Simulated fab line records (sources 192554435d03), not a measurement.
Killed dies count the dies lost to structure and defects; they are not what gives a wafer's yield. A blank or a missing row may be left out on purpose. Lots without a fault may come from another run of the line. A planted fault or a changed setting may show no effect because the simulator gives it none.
fab line records	flow n5Finfet
record: lots: 11	wafers: 33	lastDay: 18
route steps=1938 shown BEOL_M4@1094 TV_OPEN@1888 PASSIVATION@1931
lots that met no fault: from a run of the same line without faults
startH: hours from the record's first day to the start of the lot's first wafer shown	waitH: time in hours since the lot's previous step	" unchanged from the row above	L1.1+2: several wafers, shown together as one row	- either no value or no given start	* or withheld: withheld	< > ~ a bound
route shown NAME@n: NAME is a module with steps in the file, n the number in the route of the first one	usual: average and standard deviation across the fault-free wafers	same: alike in all rows	chamber/n: place in a boat	sites: readings site by site	_std_site: the standard deviation of these	_edge_site: outer sites' mean less inner sites'	radiusMm: for every site, how far away it sits from the centre of the wafer	mask NAME#n: copy n	behind: the most recent tool/chamber to have shaped the wafer	hold: reason for holding the lot/hours on hold/outcome of the hold	device: whichever transistor did not switch (one of n, p or np)	end of line: at the end of the route, the tests of the same wafers	where a step has no rows: the recipe by itself	killed: dies lost to structure and defects at the first sort, not the wafer's yield	map: a wafer's dies, x killed, . not, _ none there
set.NAME: setting as actually run; set.NAME@STEP: the setting as run at that earlier step	model.NAME: the simulator's own value behind a step, which no gauge read
steps of the route over a sample of lots; a table a step, a row a wafer
services: from which hour (startH, from the record's first day; less than 0 if before it) a tool's chamber was out of use, for how many hours, and why
== steps ==
step: N5_BEOL_M4_SPUTTER_90
recipe: material: Cu	targetThkA: 45	tempC: -20	chamberPressurePa: 0.07	powerW: withheld	timeS: 8.29
usual: throttleValvePct: 30.0/1.1
lot.wafer	tool	chamber	startH	waitH	throttleValvePct
L640.1	pvdSputter-02	-	179.12	0.1	31.5
L640.2	"	-	"	"	31.4
L640.3	"	-	"	"	28.7
L641.1	pvdSputter-02	-	184.74	0.1	28.8
L641.4	"	-	"	"	29.3
L641.5	"	-	"	"	31.7
L642.1	pvdSputter-02	-	186.62	0.1	29.2
L642.5	"	-	"	"	31.8
L642.6	"	-	"	"	29.3
L645.3	pvdSputter-01	-	206.63	0.1	27.7
L645.4	"	-	"	"	29.3
L645.6	"	-	"	"	30.1
L643.2	pvdSputter-01	-	208.47	0.1	28.9
L643.3	"	-	"	"	29.9
L643.6	"	-	"	"	30.6
L644.2	pvdSputter-03	-	210.93	0.1	29.9
L644.5	"	-	"	"	30.3
L644.6	"	-	"	"	30.8
L648.1	pvdSputter-02	-	236.47	0.1	31.5
L648.2	"	-	"	"	29.1
L648.6	"	-	"	"	31.5
L649.1	pvdSputter-01	-	265.31	0.1	30.1
L649.3	"	-	"	"	30.6
L649.5	"	-	"	"	27.6
L658.1	pvdSputter-03	-	300.36	0.1	30.3
L658.3	"	-	"	"	30.8
L658.5	"	-	"	"	30.4
L660.1	pvdSputter-02	-	303.59	0.1	31.7
L660.2	"	-	"	"	29.5
L660.4	"	-	"	"	31.3
L661.2	pvdSputter-02	-	311.68	0.1	29.2
L661.5	"	-	"	"	29.0
L661.6	"	-	"	"	31.5
step: N5_PASSIVATION_VIA_ETCH_13
recipe: chemistry: CHF3/O2	target: SiO2	targetDepthA: 6600	CHF3_flow_sccm: 50	O2_flow_sccm: 5	Ar_flow_sccm: 200	timeS: 330	maskMaterial: PR	pressureMtorr: 30	sourceW: 650	biasW: 170	ionEnergyEv: 200	ends: cleared
usual: O2_flow_sccm: 5.001/0.017	drypumpMotorCurrentA: 5.50/0.25	etchRfOnTimeS: 235/5	oes_ar_750_au: 0.80/0.091	oesProductAu: 0.73/0.089	rfVppV: 524/5.9	showerheadPlenumPTorr: 2.37/0.078	throttleValvePct: 18.9/0.3
lot.wafer	tool	chamber	startH	waitH	O2_flow_sccm	drypumpMotorCurrentA	etchRfOnTimeS	oes_ar_750_au	oesProductAu	rfHoursCounterH	rfVppV	showerheadPlenumPTorr	throttleValvePct
L640.1	rieDiel-03	2	280.94	0.0	4.982	5.28	238	0.72	0.65	197	529	2.40	19.4
L640.2	"	1	"	"	5.033	5.24	233	0.75	0.67	167	517	2.23	18.7
L640.3	"	0	"	"	5.011	5.57	237	0.71	0.63	233	512	2.38	18.8
L641.1	rieDiel-03	0	281.83	0.0	5.013	5.55	242	0.71	0.63	233	510	2.38	18.8
L641.4	"	1	"	"	4.999	5.23	241	0.75	0.68	-	519	2.23	18.7
L641.5	"	0	"	"	5.036	5.59	243	0.72	0.63	-	510	2.38	18.8
L642.1	rieDiel-01	3	295.96	0.0	4.999	5.65	233	0.74	0.66	163	520	2.32	18.7
L642.5	"	2	"	"	4.989	5.68	240	0.69	0.62	-	528	2.37	19.1
L642.6	"	3	"	"	4.992	5.64	237	0.74	0.67	-	519	2.32	18.7
L645.3	rieDiel-03	1	300.59	0.0	4.996	5.21	237	0.74	0.67	173	519	2.22	18.7
L645.4	"	3	"	"	4.966	5.71	230	0.96	0.86	3	525	2.36	18.8
L645.6	"	3	"	"	4.985	5.71	230	0.97	0.88	-	524	2.36	18.7
L643.2	rieDiel-01	1	317.67	0.0	5.014	5.57	235	0.69	0.62	255	524	2.46	19.0
L643.3	"	0	"	"	5.027	5.07	232	0.80	0.71	106	530	2.43	19.1
L643.6	"	1	"	"	4.977	5.60	240	0.69	0.61	-	524	2.46	19.0
L644.2	rieDiel-06	2	321.50	0.0	5.008	5.95	239	0.77	0.68	141	529	2.50	18.6
L644.5	"	0	"	"	4.971	5.43	237	0.82	0.75	-	531	2.43	18.6
L644.6	"	2	"	"	4.965	5.94	243	0.76	0.69	-	531	2.50	18.6
L648.1	rieDiel-03	3	338.71	0.0	5.002	5.70	233	0.92	0.83	15	525	2.36	18.8
L648.2	"	2	"	"	5.014	5.28	238	0.71	0.64	214	529	2.40	19.5
L648.6	"	1	"	"	5.002	5.23	244	0.73	0.66	-	518	2.22	18.8
L649.1	rieDiel-06	0	368.27	0.0	4.996	5.48	233	0.80	0.74	109	530	2.42	18.6
L649.3	"	1	"	"	4.997	5.98	232	0.82	0.75	86	524	2.44	18.7
L649.5	"	1	"	"	5.031	5.99	235	0.81	0.73	-	525	2.44	18.7
L660.1	rieDiel-03	2	412.95	0.0	4.982	5.31	236	0.70	0.62	241	529	2.39	19.5
L660.2	"	0	"	"	4.993	5.62	223	0.94	0.87	11	511	2.37	18.5
L660.4	"	1	"	"	5.002	5.25	237	0.71	0.64	211	519	2.21	18.8
L658.1	rieDiel-01	2	414.80	0.0	5.019	5.67	237	0.91	0.81	26	529	2.36	18.7
L658.3	"	3	"	"	4.991	5.66	237	0.71	0.64	203	521	2.31	18.7
L658.5	"	1	"	"	4.993	5.60	232	0.92	0.84	-	524	2.45	18.6
L661.2	rieDiel-03	1	418.45	0.0	5.021	5.23	236	0.71	0.65	212	519	2.21	18.8
L661.5	"	2	"	"	5.021	5.30	240	0.69	0.62	-	529	2.38	19.5
L661.6	"	3	"	"	4.988	5.70	238	0.86	0.79	-	526	2.35	18.8
step: N5_PASSIVATION_STRIP_48
recipe: chemistry: O2	powerW: 600	tempC: 60	pressureMtorr: 30	rfFrequencyHz: 6e+07	biasPowerW: 0	overashFraction: 0.5	o2FlowSccm: 225
usual: drypumpMotorCurrentA: 5.9/0.37	oesProductAu: 0.80/0.081	rfVppV: 3.9/2.4	showerheadPlenumPTorr: 2.12/0.1	throttleValvePct: 16.58/0.19
lot.wafer	tool	chamber	startH	waitH	drypumpMotorCurrentA	oesProductAu	rfHoursCounterH	rfVppV	showerheadPlenumPTorr	throttleValvePct
L640.1	rieDiel-05	3	288.93	0.1	6.3	0.92	14	4.5	2.15	16.60
L640.2	"	1	"	"	5.5	0.73	174	2.4	1.91	16.75
L640.3	"	0	"	"	5.6	0.72	197	6.4	2.16	16.53
L641.1	rieDiel-02	2	289.58	0.1	6.4	0.88	26	5.4	2.05	16.38
L641.4	"	3	"	"	5.9	0.71	226	1.5	2.16	16.62
L641.5	"	2	"	"	6.4	0.89	-	2.7	2.05	16.49
L642.1	rieDiel-05	3	299.97	0.1	6.3	0.91	17	5.1	2.15	16.61
L642.5	"	1	"	"	5.4	0.70	-	3.7	1.91	16.87
L642.6	"	0	"	"	5.6	0.72	-	1.8	2.16	16.55
L645.3	rieDiel-05	0	304.88	0.1	5.5	0.72	201	0	2.16	16.58
L645.4	"	1	"	"	5.4	0.74	179	6.8	1.91	16.83
L645.6	"	3	"	"	6.3	0.90	-	3.7	2.15	16.50
L643.2	rieDiel-04	2	321.73	0.1	6.1	0.78	108	5.7	2.02	16.79
L643.3	"	1	"	"	6.1	0.96	10	7.7	2.23	16.20
L643.6	"	0	"	"	6.3	0.79	-	3.4	2.22	16.50
L644.2	rieDiel-02	1	325.39	0.1	5.4	0.77	137	3.0	2.18	16.75
L644.5	"	2	"	"	6.4	0.88	-	6.8	2.04	16.55
L644.6	"	0	"	"	5.3	0.81	-	2.2	2.21	16.42
L648.1	rieDiel-05	0	343.40	0.1	5.6	0.71	216	1.8	2.16	16.55
L648.2	"	2	"	"	5.8	0.86	68	4.7	2.22	16.57
L648.6	"	1	"	"	5.5	0.70	-	4.3	1.90	16.90
L649.1	rieDiel-02	3	372.40	0.1	5.9	0.66	251	4.2	2.15	16.63
L649.3	"	1	"	"	5.5	0.75	147	7.9	2.18	16.76
L649.5	"	2	"	"	6.4	0.88	-	2.0	2.04	16.46
L660.1	rieDiel-02	0	418.55	0.1	5.3	0.75	127	2.9	2.19	16.54
L660.2	"	1	"	"	5.5	0.74	167	0.9	2.17	16.64
L660.4	"	1	"	"	5.5	0.75	-	3.2	2.18	16.75
L658.1	rieDiel-02	2	420.13	0.1	6.4	0.85	76	7.4	2.03	16.52
L658.3	"	1	"	"	5.5	0.75	167	1.2	2.17	16.70
L658.5	"	2	"	"	6.3	0.84	-	2.8	2.03	16.57
L661.2	rieDiel-05	1	423.76	0.1	5.4	0.70	222	2.7	1.90	16.81
L661.5	"	3	"	"	6.3	0.82	-	4.6	2.13	16.54
L661.6	"	0	"	"	5.6	0.70	-	6.0	2.15	16.63
step: N5_PASSIVATION_PROBE_49
usual: defectLimitedYield: 91.0/1.5	killed_at_M0_to_M3: 37/12	killed_at_M4_up: 13/5	killedAtContacts: 13/6.1	killedAtFrontEnd: 39/11	killedAtOther: 4/3.2	killedDies: 106/17	killedOnRim: 13/4.2	killedOpen: 69/12	killedShort: 35/7.9	sort_bin_5_function: 5.3/1	sort_bin_6_memory: 3.3/0.68	sortNPass: 1074/17	sortYieldPct: 91.0/1.5
same: grossDies: 1180	killedAtBackSide: 0	sort_bin_4_leakage[%]: 0	sort_bin_8_speed[%]: 0
lot.wafer	tool	chamber	startH	waitH	defectLimitedYield[%]	killed_at_M0_to_M3	killed_at_M4_up	killedAtContacts	killedAtFrontEnd	killedAtOther	killedDies	killedOnRim	killedOpen	killedShort	sort_bin_5_function[%]	sort_bin_6_memory[%]	sortNPass	sortYieldPct[%]
L642.1	prober-02	-	303.16	0.7	91.7	19	9	21	46	3	98	14	63	31	4.7	3.2	1082	91.7
L642.5	prober-02	-	303.36	0.9	92.8	29	13	10	31	2	85	12	61	24	4.8	2.3	1095	92.8
L642.6	prober-02	-	303.41	0.9	93.0	34	6	15	28	0	83	17	53	29	4.2	2.6	1097	93.0
L649.1	prober-02	-	374.89	0.0	90.6	40	6	14	48	3	111	13	75	34	6.0	3.1	1069	90.6
L649.3	prober-02	-	374.99	0.1	89.3	44	12	12	48	10	126	12	70	51	6.6	3.1	1054	89.3
L649.5	prober-02	-	375.09	0.2	82.7	43	113	9	28	11	204	30	54	45	10.6	4.3	976	82.7
killed by level:class
L642.1 MOL_CONTACT_COAG:geometricParticle:open=15 FIN_SAQP:geometricParticle:short=13 FIN_SAQP:geometricParticle:open=11 BEOL_M3:geometricParticle:open=9 DUMMY_GATE:geometricParticle:open=5 MOL_CONTACT_COAG:geometricParticle:short=5 STI_FIN_REVEAL:geometricParticle:open=4 BEOL_M5:geometricParticle:open=3
L642.5 BEOL_M1:geometricParticle:open=9 FIN_SAQP:geometricParticle:open=7 STI_FIN_REVEAL:geometricParticle:open=7 MOL_CONTACT_COAG:geometricParticle:open=7 DUMMY_GATE:geometricParticle:open=6 BEOL_M0_SAQP:geometricParticle:short=6 BEOL_M5:geometricParticle:open=5 BEOL_M7:geometricParticle:open=5
L642.6 MOL_CONTACT_COAG:geometricParticle:open=11 BEOL_M0_SAQP:geometricParticle:short=10 FIN_SAQP:geometricParticle:open=7 BEOL_M2:geometricParticle:open=7 BEOL_M0_SAQP:geometricParticle:open=5 BEOL_M3:geometricParticle:open=5 FIN_SAQP:geometricParticle:short=4 GATE_CUT:geometricParticle:short=4
L649.1 FIN_SAQP:geometricParticle:open=12 MOL_CONTACT_COAG:geometricParticle:open=12 BEOL_M0_SAQP:geometricParticle:short=10 BEOL_M3:geometricParticle:open=9 STI_FIN_REVEAL:geometricParticle:open=8 BEOL_M2:geometricParticle:open=7 FIN_SAQP:geometricParticle:short=5 GATE_CUT:geometricParticle:short=5
L649.3 BEOL_M0_SAQP:geometricParticle:short=9 BEOL_M3:geometricParticle:open=8 FIN_SAQP:geometricParticle:short=7 BEOL_M0_SAQP:geometricParticle:open=7 BEOL_M1:geometricParticle:open=7 FIN_SAQP:geometricParticle:open=6 MOL_CONTACT_COAG:geometricParticle:short=6 MOL_CONTACT_COAG:geometricParticle:open=6
L649.5 BEOL_M4:unspecified=102 BEOL_M0_SAQP:geometricParticle:short=11 BEOL_M3:geometricParticle:open=10 BEOL_M0_SAQP:geometricParticle:open=8 MOL_CONTACT_COAG:geometricParticle:open=6 PASS1_DEP:geometricParticle:short=5 FIN_SAQP:geometricParticle:short=4 STI_FIN_REVEAL:geometricParticle:open=4
== services ==
tool	chamber	startH	hours	kind
rieDiel-03	1	174.66	6.3	repair
pvdSputter-03	-	186.76	4.3	repair
rieDiel-01	0	210.39	10.2	repair
rieDiel-05	3	226.36	1.8	repair
rieDiel-03	2	241.27	5.7	repair
rieDiel-03	3	244.60	9.1	repair
rieDiel-05	0	267.67	7.6	repair
rieDiel-06	2	269.26	3.9	repair
rieDiel-03	3	274.20	-	clean
rieDiel-03	3	274.20	-	consumableReplace:focusRing
rieDiel-03	3	274.20	15.2	scheduledDown
rieDiel-01	0	275.92	17.7	repair
rieDiel-02	3	321.37	8.5	repair
rieDiel-05	3	337.33	15.2	repair
rieDiel-03	-	339.99	0.7	repair
rieDiel-06	0	356.11	2.4	repair
rieDiel-02	1	356.92	13.5	repair
rieDiel-01	0	358.70	5.0	repair
rieDiel-03	0	364.52	16.1	repair
rieDiel-01	0	367.00	3.0	repair
rieDiel-06	2	374.77	20.6	repair
rieDiel-04	0	404.31	19.7	repair
rieDiel-06	3	411.55	5.7	repair
pvdSputter-01	-	415.17	1.8	repair
== key ==
firstSign: step: N5_PASSIVATION_PROBE_49	reading: killed_at_M4_up	direction: up	sigmas: 20	usual: 13	struck: 113
effect: step: N5_PASSIVATION_PROBE_49	reading: defectLimitedYield	direction: down	sigmas: 5.7	usual: 91.0	struck: 82.7
moreKillsBornAt: N5_BEOL_M4_SPUTTER_90@pvdSputter-01: 102
metAt N5_BEOL_M4_SPUTTER_90
struckLots L649
struckWafers L649.5
notActingAt N5_PASSIVATION_VIA_ETCH_13,N5_PASSIVATION_STRIP_48
onsetBetween 206.63 265.31
fault: kind: chamberParticleSource	tool: pvdSputter-01	chamber: -	onsetH: 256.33	steps: N5_BEOL_M4_SPUTTER_90	ratePerVisitCm2: 0.92013	endH: 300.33	scope: struckWafersOnly
